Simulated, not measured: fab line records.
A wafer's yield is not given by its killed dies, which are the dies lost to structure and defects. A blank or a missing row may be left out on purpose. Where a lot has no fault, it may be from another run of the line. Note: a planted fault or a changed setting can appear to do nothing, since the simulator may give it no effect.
Which tool did it?    flow n5Finfet    7 lots, 21 wafers sampled, at 1 step of a route of 1938

== WHAT THE GAUGES READ, wafer by wafer ==
N5_BEOL_M4_RC_MEAS_101. Usual: DIBL_N 35.8 mV/V, standard deviation 1.7; DIBL_P 35.3 mV/V, standard deviation 2; IOFF_N 0.150 nA/um, standard deviation 0.026; IOFF_P 0.194 nA/um, standard deviation 0.029; ION_N 667 uA/um, standard deviation 11; ION_P 456 uA/um, standard deviation 7.1; SS_N 71.4 mV/dec, standard deviation 0.65; SS_P 73.1 mV/dec, standard deviation 0.64; VT_N 251 mV, standard deviation 3; VT_P -252 mV, standard deviation 3.2.
lot   measured      on         DIBL_N (mV/V)   DIBL_P (mV/V)   IOFF_N (nA/um)     IOFF_P (nA/um)     ION_N (uA/um)  ION_P (uA/um)  SS_N (mV/dec)   SS_P (mV/dec)   VT_N (mV)    VT_P (mV)       flag
L217  day 12 09:15  prober-01  36.8 36.0 36.3  35.8 34.6 36.0  0.160 0.148 0.154  0.220 0.216 0.232  670 672 666    466 463 463    71.6 71.1 71.7  73.3 73.3 73.3  251 250 250  -246 -245 -246  
L219  day 12 12:49  prober-02  33.9 35.7 36.5  32.9 34.6 34.1  0.124 0.149 0.156  0.169 0.199 0.182  660 673 665    451 465 450    71.0 70.5 70.8  72.6 72.7 72.6  254 252 251  -252 -251 -254  
L218  day 12 13:01  prober-01  34.5 33.9 35.6  36.0 34.6 36.7  0.148 0.136 0.175  0.217 0.202 0.238  665 660 671    464 463 462    71.5 70.9 71.9  73.9 72.9 73.8  250 251 247  -247 -250 -246  
L226  day 14 15:55  prober-01  38.3 34.6 37.8  35.3 32.8 36.3  0.174 0.125 0.165  0.187 0.152 0.194  662 664 672    449 457 459    72.7 70.5 71.2  73.4 71.7 72.6  247 250 249  -253 -254 -252  
L229  day 15 02:43  prober-01  33.6 33.7 33.3  33.6 32.3 32.0  0.139 0.123 0.122  0.173 0.147 0.149  664 652 652    454 452 445    70.7 70.9 70.9  72.6 71.9 72.5  250 254 251  -253 -257 -256  
L231  day 15 11:44  prober-02  37.6 36.5 36.8  35.2 35.3 36.0  0.177 0.159 0.167  0.217 0.212 0.225  680 669 679    463 461 464    71.3 70.4 71.2  73.9 72.7 73.7  248 250 250  -248 -250 -252  
L232  day 15 13:35  prober-02  36.4 32.1 38.1  37.8 30.6 38.0  0.167 0.103 0.195  0.192 0.114 0.186  676 649 674    457 443 452    71.4 70.6 72.7  73.8 71.6 73.5  247 255 247  -252 -260 -255  

== TOOL THAT RAN EACH LOT (tool first, then ch and the chambers of the sampled wafers, then the start) ==
The record shows no process step preceding these readings.

== AS READ BY THE TOOLS THEMSELVES (means over the sampled wafers that have a number; for cases with no such wafer, the mark the record gives instead) ==
The record holds no such reading with a usual standard deviation.

== THE ANSWER, worked out from the rows above alone ==
Rule: a lot is off if the mean of its wafers that have a number lies more than 3 standard deviations from the usual mean. A lot without any number at a reading at which 4 lots or more have one is off too. All remaining lots with rows at the step are treated as sound. The gauges are gone through in route order, then the tools' own readings, and for those a lot's mean is taken as printed above. The first step at which some lot is off is used, and at that step the reading that is off furthest; a lot without a number counts as furthest.
Nothing can be told from this: no lot is off at any reading shown.

== WHAT THE SIMULATOR HAD INSERTED ==
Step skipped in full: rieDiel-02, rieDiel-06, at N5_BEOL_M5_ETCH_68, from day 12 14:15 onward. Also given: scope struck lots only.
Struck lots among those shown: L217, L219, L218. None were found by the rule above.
